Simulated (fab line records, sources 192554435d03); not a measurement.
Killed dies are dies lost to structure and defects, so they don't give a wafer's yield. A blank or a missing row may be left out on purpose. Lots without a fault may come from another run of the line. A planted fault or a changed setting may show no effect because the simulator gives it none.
fab line records | flow n5_finfet
record lots=4 wafers=12 last_day=17
route steps=1938 shown FIN_SAQP@90 BEOL_M4@1111 PASSIVATION@1936
lots that met no fault: from a run of the same line without faults
start_h: hours from the record's first day to the start of the lot's first wafer shown | wait_h: hours since the lot's step before | " the same as in the row above | L1.1+2: a row that stands for several wafers | - no value, or no start given | * or withheld: withheld | < > ~ a bound
route shown NAME@n: a module of which the file shows steps, and the number in the route of the first | usual: mean/standard deviation of fault-free wafers | same: alike in all rows | chamber/n: place in a boat | sites: the reading at each site | _std_site: their standard deviation | _edge_site: outer sites' mean less inner sites' | radius_mm: how far each site lies from the wafer's centre | mask NAME#n: copy n | behind: the tool/chamber that last shaped the wafer | hold: why the lot was held/for how many hours/how that ended | device: the transistor (n, p or np) that didn't switch | end of line: the same wafers' tests at the end of the route | a step without rows: its recipe alone | killed: dies lost to structure and defects at the first sort, not the wafer's yield | map: a wafer's dies, x killed, . not, _ none there
set.NAME: the setting as run; set.NAME@STEP: as run at that earlier step | model.NAME: the simulator's own value behind a step, which no gauge read
lots at some steps of the route; a table a step, a row a wafer
services: from which hour (start_h, from the record's first day; less than 0 if before it) a tool's chamber was out of use, for how many hours, and why
## steps
# step N5_FIN_SAQP_PRECLEAN_42
# recipe chemistry=O3/DIW time_s=60 temp_c=22 o3_ppm=10
# step N5_FIN_SAQP_PRECLEAN_00
# recipe chemistry=SC1 time_s=60 temp_c=55 mix=1:2:50
# step N5_FIN_SAQP_PRECLEAN_44
# recipe chemistry=SC2 time_s=45 temp_c=35 mix=1:1:50
# step N5_FIN_SAQP_SRD_01
# recipe dry=ipa_marangoni time_s=30 temp_c=23 rinse_liquid=diw
# step N5_FIN_SAQP_ALD_61
# recipe material=SiO2 target_thk_a=40 temp_c=300 ald_precursor_family=BDEAS ald_co_reactant=O2-plasma pulse_time_s=1 purge_time_s=2 co_reactant_purge_time_s=2 ald_cycles=43 pressure_torr=2
# step N5_FIN_SAQP_DENSIFY_62
# recipe temp_c=700 time_s=60 ambient=N2 idle_temp_c=600 ramp_up_c_per_s=150 ramp_down_c_per_s=60 cool_to_c=600
# step N5_FIN_SAQP_HM_DEP_03
# recipe material=SiNx target_thk_a=380 temp_c=400 precursor=SiH4/NH3/N2 pressure_torr=1.5 rf_w=300 time_s=33.6
# step N5_FIN_SAQP_PECVD_47
# recipe material=a-Si target_thk_a=450 temp_c=400 precursor=SiH4/He pressure_torr=3 rf_w=100 time_s=36.3
# step N5_FIN_SAQP_PECVD_48
# recipe material=SiNx target_thk_a=250 temp_c=400 precursor=SiH4/NH3/N2 pressure_torr=1.5 rf_w=300 time_s=22.1
# step N5_FIN_SAQP_PECVD_06
# recipe material=a-Si target_thk_a=600 temp_c=400 precursor=SiH4/He pressure_torr=3 rf_w=100 time_s=48.1
# step N5_FIN_SAQP_HM_DEP_72
# recipe material=SiO2 target_thk_a=120 temp_c=400 precursor=SiH4/N2O pressure_torr=0.75 rf_w=275 time_s=7.2
# usual heater_power_w=769/89 showerhead_plenum_p_Torr=8.19/0.087 showerhead_vpp_V=1044/48
# columns lot.wafer tool chamber start_h wait_h heater_power_w showerhead_plenum_p_Torr showerhead_vpp_V model.SiO2_of_FIN_SAQP_HM_DEP_72.thk_nm
L129.1 pecvd-02 0 57.95 0.0 812 8.24 1084 11.98
L129.3 " 1 " " 861 8.24 1109 11.85
L129.5 " 1 " " 885 8.25 1119 12.16
L141.1 pecvd-02 1 130.98 0.0 862 8.27 1109 11.77
L141.5 " 1 " " 877 8.25 1111 11.87
L141.6 " 0 " " 890 8.25 1083 12.67
L142.1 pecvd-02 2 138.56 0.0 648 8.09 992 11.9
L142.2 " 0 " " 886 8.26 1083 12.8
L142.3 " 1 " " 832 8.24 1111 11.99
L144.1 pecvd-04 1 148.15 0.0 871 8.06 1069 11.8
L144.2 " 2 " " 899 8.18 1089 12.03
L144.6 " 2 " " 887 8.20 1108 12.07
# step N5_FIN_SAQP_COAT_49
# recipe resist=SOC temp_c=250 time_s=60 spin_rpm=1500 resist_thk_nm=100
# step N5_FIN_SAQP_COAT_50
# recipe resist=SiARC temp_c=220 time_s=60 spin_rpm=1500 resist_thk_nm=35
# step N5_FIN_SAQP_COAT_10
# recipe resist=CAR-ArF spin_rpm=1500 resist_thk_nm=90
# step N5_FIN_SAQP_EBR_12
# recipe solvent=PGMEA ebr_width_mm=1.5
# step N5_FIN_SAQP_SOFTBAKE_11
# recipe temp_c=110 time_s=60 resist=CAR-ArF
# step N5_FIN_SAQP_EXPOSE_13
# recipe mask_id=FIN_CORE na=1.35 source_shape=dipole sigma_inner=0.538 sigma_outer=0.738 polarization=te target_cd_nm=35.6 dose_mj=63.25
# step N5_FIN_SAQP_PEB_14
# recipe peb_temp_c=withheld peb_time_s=60 resist=CAR-ArF
# step N5_FIN_SAQP_DEVELOP_15
# recipe develop_time_s=30 developer=TMAH resist=CAR-ArF dev_temp_c=23 rinse_liquid=diw dry=air_spin
# step N5_FIN_SAQP_DESCUM_21
# recipe chemistry=O2 time_s=7.9 source_power_w=50 bias_power_w=20 pressure_mtorr=20 rf_frequency_hz=2.712e+07 temp_c=40 resist=CAR-ArF o2_flow_sccm=225
# step N5_FIN_SAQP_ETCH_51
# recipe chemistry=CF4 target=SiARC target_depth_a=455 mask_material=CAR-ArF time_s=75.8 ion_energy_ev=80 pressure_mtorr=40 source_w=545 bias_w=36 Ar_flow_sccm=100 cf4_flow_sccm=100 ends=cleared
# step N5_FIN_SAQP_ETCH_52
# recipe chemistry=N2/H2 target=SOC target_depth_a=1000 overetch_a=200 mask_material=SiARC temp_c=40 time_s=150 ion_energy_ev=200 pressure_mtorr=30 source_w=840 bias_w=150 n2_flow_sccm=200 h2_flow_sccm=200 ends=end_point
# step N5_FIN_SAQP_STRIP_53
# recipe chemistry=N2/H2 temp_c=40 n2_flow_sccm=200 h2_flow_sccm=200 rf_frequency_hz=6e+07
# step N5_FIN_SAQP_HM_OPEN_73
# recipe chemistry=CHF3/O2 target=SiO2 stop_on=a-Si target_depth_a=120 over_etch_frac=1.8 mask_material=SOC time_s=16.8 pressure_mtorr=30 source_w=650 bias_w=170 Ar_flow_sccm=200 CHF3_flow_sccm=50 O2_flow_sccm=5 ion_energy_ev=200 ends=end_point
# usual O2_flow_sccm=5.000/0.015 drypump_motor_current_A=5.8/0.41 oes_product_au=0.48/0.058 rf_vpp_V=526/13 showerhead_plenum_p_Torr=2.42/0.081 throttle_valve_pct=18.79/0.19
# columns lot.wafer tool chamber start_h wait_h O2_flow_sccm drypump_motor_current_A oes_product_au rf_hours_counter_h rf_vpp_V showerhead_plenum_p_Torr throttle_valve_pct model.etch.depth_nm
L129.1 rie_diel-02 0 58.69 0.0 4.997 5.9 0.57 12 539 2.46 18.57 11.98
L129.3 " 3 " " 5.006 6.3 0.44 164 540 2.51 18.58 11.85
L129.5 " 3 " " 5.004 6.3 0.45 - 541 2.51 18.57 12.16
L141.1 rie_diel-02 0 132.04 0.0 5.001 5.9 0.54 35 538 2.45 18.62 11.77
L141.5 " 1 " " 5.000 5.6 0.42 - 515 2.28 18.85 11.87
L141.6 " 0 " " 4.980 5.9 0.55 - 539 2.45 18.62 12.67
L142.1 rie_diel-03 3 139.75 0.0 5.000 6.1 0.52 46 542 2.44 18.73 11.9
L142.2 " 2 " " 4.994 4.7 0.42 260 530 2.38 19.13 12.8
L142.3 " 1 " " 5.020 6.2 0.59 1 535 2.49 18.80 11.99
L144.1 rie_diel-04 0 148.77 0.0 5.018 5.5 0.55 15 534 2.58 18.56 11.8
L144.2 " 1 " " 5.015 5.7 0.45 166 530 2.51 18.76 12.03
L144.6 " 0 " " 4.992 5.5 0.56 - 535 2.58 18.57 12.07
# step N5_FIN_SAQP_STRIP_74
# recipe chemistry=CHF3/O2 resist=SiARC rf_frequency_hz=6e+07
# step N5_BEOL_M4_RC_MEAS_101
# usual DIBL_N=36.0/1.7 DIBL_P=35.8/2 IOFF_N=0.15/0.03 IOFF_P=0.20/0.037 ION_N=670/12 ION_P=460/7.2 SS_N=71.5/0.68 SS_P=73.2/0.65 VT_N=250/3.1 VT_P=-251/3.4
# columns lot.wafer tool chamber start_h wait_h DIBL_N[mV/V] DIBL_P[mV/V] IOFF_N[nA/um] IOFF_P[nA/um] ION_N[uA/um] ION_P[uA/um] SS_N[mV/dec] SS_P[mV/dec] VT_N[mV] VT_P[mV]
L129.1 prober-01 0 200.59 0.0 39.2 40.2 0.21 0.26 693 468 72.6 73.9 246 -247
L129.3 " 0 " " 37.4 37.1 0.16 0.20 647 448 71.6 73.2 251 -252
L129.5 " 0 " " 38.4 38.5 0.18 0.24 663 452 72.5 73.3 247 -246
L141.1 prober-01 0 274.39 0.0 36.4 38.1 0.17 0.19 674 454 71.5 73.0 248 -254
L141.5 " 0 " " 34.4 34.9 0.14 0.15 658 448 70.8 72.8 253 -256
L141.6 " 0 " " 33.5 34.8 0.11 0.15 668 452 70.2 73.1 256 -256
L142.1 prober-01 0 289.71 0.0 37.4 37.5 0.18 0.23 674 459 72.0 74.2 250 -249
L142.2 " 0 " " 36.3 36.2 0.16 0.21 668 460 71.3 73.2 250 -250
L142.3 " 0 " " 37.6 38.9 0.20 0.26 684 468 71.2 75.0 245 -248
L144.1 prober-01 0 297.97 0.0 35.7 36.3 0.14 0.18 681 469 70.6 73.5 251 -254
L144.2 " 0 " " 31.8 31.9 0.10 0.13 645 445 70.0 72.4 259 -258
L144.6 " 0 " " 35.0 35.2 0.14 0.17 655 452 71.1 73.4 252 -255
# step N5_PASSIVATION_PROBE_49
# usual defect_limited_yield=91.4/1.5 killed_at_M0_to_M3=32/9.8 killed_at_M4_up=15/5.6 killed_at_contacts=12/5.4 killed_at_front_end=40/13 killed_at_other=3.0/2.1 killed_dies=102/17 killed_open=67/13 killed_short=32/7.1 sort_bin_5_function=5.1/0.96 sort_bin_6_memory=3.2/0.7 sort_n_pass=1078/18 sort_yield_pct=91.3/1.5
# same gross_dies=1180 killed_at_back_side=0 sort_bin_4_leakage[%]=0 sort_bin_8_speed[%]=0
# columns lot.wafer tool chamber start_h wait_h defect_limited_yield[%] killed_at_M0_to_M3 killed_at_M4_up killed_at_contacts killed_at_front_end killed_at_other killed_dies killed_open killed_short sort_bin_5_function[%] sort_bin_6_memory[%] sort_n_pass sort_yield_pct[%]
L141.1 prober-01 - 370.25 0.0 90.7 47 8 6 47 2 110 72 31 5.5 3.2 1070 90.7
L141.6 prober-01 - 370.50 0.3 92.3 29 14 6 38 4 91 50 36 4.0 3.3 1089 92.3
L142.1 prober-01 - 394.13 0.0 93.7 16 9 6 43 0 74 51 23 3.4 2.8 1106 93.7
L144.1 prober-02 - 408.83 0.0 91.4 46 7 14 32 3 102 59 38 4.6 3.1 1078 91.4
L144.6 prober-02 - 409.08 0.3 91.1 34 22 6 37 6 105 68 36 5.0 3.4 1075 91.1
# killed by level:class
L141.1 BEOL_M2:geometric_particle:open=19 FIN_SAQP:geometric_particle:open=8 STI_FIN_REVEAL:geometric_particle:open=8 FIN_SAQP:geometric_particle:short=7 BEOL_M0_SAQP:geometric_particle:short=6 HKMG_FIN:area_etch=6 MOL_CONTACT_COAG:geometric_particle:open=5 BEOL_M0_SAQP:geometric_particle:open=5
L141.6 BEOL_M2:geometric_particle:open=9 BEOL_M3:geometric_particle:open=9 FIN_SAQP:geometric_particle:short=5 FIN_SAQP:geometric_particle:open=4 ILD0:geometric_particle:open=4 BEOL_M0_SAQP:geometric_particle:short=4 DUMMY_GATE:geometric_particle:open=3 ILD0:geometric_particle:short=3
L142.1 FIN_SAQP:geometric_particle:open=14 STI_FIN_REVEAL:geometric_particle:open=8 FIN_SAQP:geometric_particle:short=5 MOL_CONTACT_COAG:geometric_particle:open=5 BEOL_M0_SAQP:geometric_particle:short=5 BEOL_M1:geometric_particle:open=5 STARTING-WAFER:geometric_particle:short=4 BEOL_M0_SAQP:geometric_particle:open=3
L144.1 BEOL_M0_SAQP:geometric_particle:short=10 MOL_CONTACT_COAG:geometric_particle:open=9 BEOL_M3:geometric_particle:open=9 BEOL_M0_SAQP:geometric_particle:open=8 GATE_CUT:geometric_particle:open=5 MOL_CONTACT_COAG:geometric_particle:short=5 BEOL_M1:geometric_particle:open=5 STARTING-WAFER:geometric_particle:short=5
L144.6 BEOL_M0_SAQP:geometric_particle:open=13 BEOL_M4:geometric_particle:open=12 BEOL_M0_SAQP:geometric_particle:short=8 STI_FIN_REVEAL:geometric_particle:open=7 GATE_CUT:geometric_particle:short=6 MOL_CONTACT_COAG:geometric_particle:open=6 ILD0:geometric_particle:short=4 BEOL_M3:geometric_particle:open=4
## services
# columns tool chamber start_h hours kind
rie_diel-02 - 34.89 0.7 repair
pecvd-04 1 53.65 2.1 scheduled_down
pecvd-04 - 56.43 0.3 repair
rie_diel-02 1 56.93 4.6 repair
rie_diel-03 0 57.56 11.0 repair
rie_diel-04 2 58.03 14.0 repair
rie_diel-04 0 76.49 - clean
rie_diel-04 0 76.49 - consumable_replace:focus_ring
rie_diel-04 0 76.49 - consumable_replace:showerhead
rie_diel-04 0 76.49 19.5 scheduled_down
rie_diel-04 0 76.49 19.5 vent_cycle
pecvd-02 1 86.10 4.6 repair
pecvd-02 - 89.90 6.0 pm
rie_diel-02 0 91.45 11.1 repair
rie_diel-02 3 99.64 9.0 repair
rie_diel-03 1 103.52 - clean
rie_diel-03 1 103.52 - consumable_replace:esc
rie_diel-03 1 103.52 - consumable_replace:focus_ring
rie_diel-03 1 103.52 35.4 scheduled_down
rie_diel-03 1 103.52 35.4 vent_cycle
rie_diel-02 3 117.67 8.6 repair
pecvd-04 - 119.65 6.0 pm
rie_diel-04 - 122.84 15.6 pm
pecvd-02 2 131.25 2.1 scheduled_down
## key
first_sign none at tools or gauges
model_effect step=N5_FIN_SAQP_HM_DEP_72 value=SiO2_of_FIN_SAQP_HM_DEP_72.thk_nm without=12.01 struck=12.74
model_effect step=N5_FIN_SAQP_HM_OPEN_73 value=etch.depth_nm without=12.01 struck=12.74
met_at N5_FIN_SAQP_HM_DEP_72
struck_wafers L141.6,L142.2
onset_between 57.95 130.98
fault kind=process_parameter_drift tool=pecvd-02 chamber=0 onset_h=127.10 steps=N5_FIN_SAQP_HM_DEP_72 channel=time_s offset=* shape=step end_h=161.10 acts_in=* stated=*
